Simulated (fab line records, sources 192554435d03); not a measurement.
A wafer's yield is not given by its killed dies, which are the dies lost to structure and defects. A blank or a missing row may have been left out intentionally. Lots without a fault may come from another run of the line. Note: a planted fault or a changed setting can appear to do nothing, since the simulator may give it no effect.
Struck lot and sound lot, side by side || flow n5-finfet || 30 steps out of a route of 1938
Sound: these wafers, L893.1, L893.5, L893.6. Struck: wafer L897.6. (L897.2, L897.5 of the same lot were not struck and are left out.) The cause comes at the end.
Order at every step that has rows: each side's tool, ch and its chambers, its first start. Under that, the readings that differ: sound wafers || struck wafers || difference of the means || sigmas: that difference in standard deviations of wafers without a fault.
alike: readings with means less than 2 such deviations apart, plus words and numbers identical on both sides. not compared: withheld readings, readings lacking a value on some wafer, bounds such as >300 that could conceal the same value, and numbers that have no deviation in the record and whose values overlap.
Wherever a step has rows on one side only, a row that says differs or no value, or a row with sigmas, the two part there. Numbers that don't overlap but have no deviation are shown without sigmas and don't part them. A reading that every wafer of one side lacks parts them only if that side has two wafers or more.

first, 10 steps without rows for these wafers: N5_WELL_APT_DESCUM_30 (chemistry O2, time 7.9 s); N5_WELL_APT_IMPLANT_31; N5_WELL_APT_IMPLANT_32; N5_WELL_APT_STRIP_33 (strips in SPM, time 900 s); N5_WELL_APT_RTA_34 (time 10 s); N5_WELL_APT_OXIDE_STRIP_42 (strips SiO2 in dHF, time 45 s, target depth 12 nm); N5_WELL_APT_PRECLEAN_36 (cleans in O3/DIW, time 45 s); N5_WELL_APT_PRECLEAN_39 (cleans in dHF, time 60 s); N5_WELL_APT_SRD_37 (time 30 s); N5_WELL_APT_EPI_41 (deposits Si from SiH4/H2, target thk 50 nm, time 297.7 s).
N5_PMOS_HMC_CHANNEL_EPI_HM_DEP_34: deposits SiO2 from TEOS/O2, target thk 36 nm, time 6.9 s.
  sound on pecvd-01 ch 0,1,2, day 1 17:14; struck on pecvd-01 ch 0, day 2 17:26
{"reading": "model.SiO2_of_PMOS_HMC_CHANNEL_EPI_HM_DEP_34.thk-nm (nm)", "sound": "36.61 36.95 36.43", "struck": 28.37, "difference": -8.29, "sigmas": ""}
  alike: heater-power-w, showerhead-plenum-p-Torr, throttle-valve-pct
then, 15 steps without rows for these wafers: N5_PMOS_HMC_CHANNEL_EPI_COAT_31 (time 60 s, resist thk 66 nm); N5_PMOS_HMC_CHANNEL_EPI_COAT_03 (resist thk 205 nm); N5_PMOS_HMC_CHANNEL_EPI_EBR_05; N5_PMOS_HMC_CHANNEL_EPI_SOFTBAKE_04 (time 60 s); N5_PMOS_HMC_CHANNEL_EPI_EXPOSE_06 (exposes mask PMOS HMC BLK, target cd 240 nm); N5_PMOS_HMC_CHANNEL_EPI_PEB_07 (peb time 60 s); N5_PMOS_HMC_CHANNEL_EPI_DEVELOP_08 (develop time 30 s); N5_PMOS_HMC_CHANNEL_EPI_DESCUM_14 (chemistry O2, time 7.9 s); N5_PMOS_HMC_CHANNEL_EPI_ETCH_32 (etches BARC in N2/H2, stops on SiO2, target depth 85.8 nm, time 50.3 s); N5_PMOS_HMC_CHANNEL_EPI_HM_OPEN_15 (chemistry CHF3/O2, target SiO2, target depth 40.6 nm, time 20.3 s); N5_PMOS_HMC_CHANNEL_EPI_STRIP_33 (strips in N2/H2); N5_PMOS_HMC_CHANNEL_EPI_STRIP_17 (strips in SPM, time 750 s); N5_PMOS_HMC_CHANNEL_EPI_ETCH_38 (etches SiO2 in CF4, target depth 1.5 nm); N5_PMOS_HMC_CHANNEL_EPI_FIN_RECESS_16 (chemistry HBr/Cl2, target Si, target depth 54 nm, time 18 s); N5_PMOS_HMC_CHANNEL_EPI_PRECLEAN_36 (cleans in O3/DIW, time 45 s).
N5_PMOS_HMC_CHANNEL_EPI_PRECLEAN_18: cleans in DHF, time 30 s.
  sound on wet-bench-04 ch 1,3,7, day 1 18:10; struck on wet-bench-01 ch 1, day 2 18:31
{"reading": "model.SiO2_of_PMOS_HMC_CHANNEL_EPI_HM_DEP_34.thk-nm (nm)", "sound": "25.36 25.66 25.21", "struck": 17.13, "difference": -8.28, "sigmas": ""}
then, 1 step without rows for these wafers: N5_PMOS_HMC_CHANNEL_EPI_SRD_19 (time 30 s).
-- record jumps: 7 days separate the struck wafers' starts on either side; left off in module PMOS_HMC_CHANNEL_EPI, taken up again in module BEOL_M4, whose first shown step is the route's number 1111 --
N5_BEOL_M4_RC_MEAS_101:
  sound on prober-02 ch 0, day 7 14:16; struck on prober-02 ch 0, day 9 08:02
  alike: DIBL_N, DIBL_P, IOFF_N, IOFF_P, ION_N, ION_P, SS_N, SS_P, VT_N, VT_P
-- record jumps: 5 days separate the struck wafers' starts on either side; left off in module BEOL_M4, taken up again in module PASSIVATION, whose first shown step is the route's number 1936 --
N5_PASSIVATION_PROBE_49:
  only the struck wafers here have rows in the record (prober-01, day 14 00:29); the sound ones have none

## WHERE THEY PART
Only at N5_PASSIVATION_PROBE_49, as far as this record shows.

WHY: what the simulator had put in
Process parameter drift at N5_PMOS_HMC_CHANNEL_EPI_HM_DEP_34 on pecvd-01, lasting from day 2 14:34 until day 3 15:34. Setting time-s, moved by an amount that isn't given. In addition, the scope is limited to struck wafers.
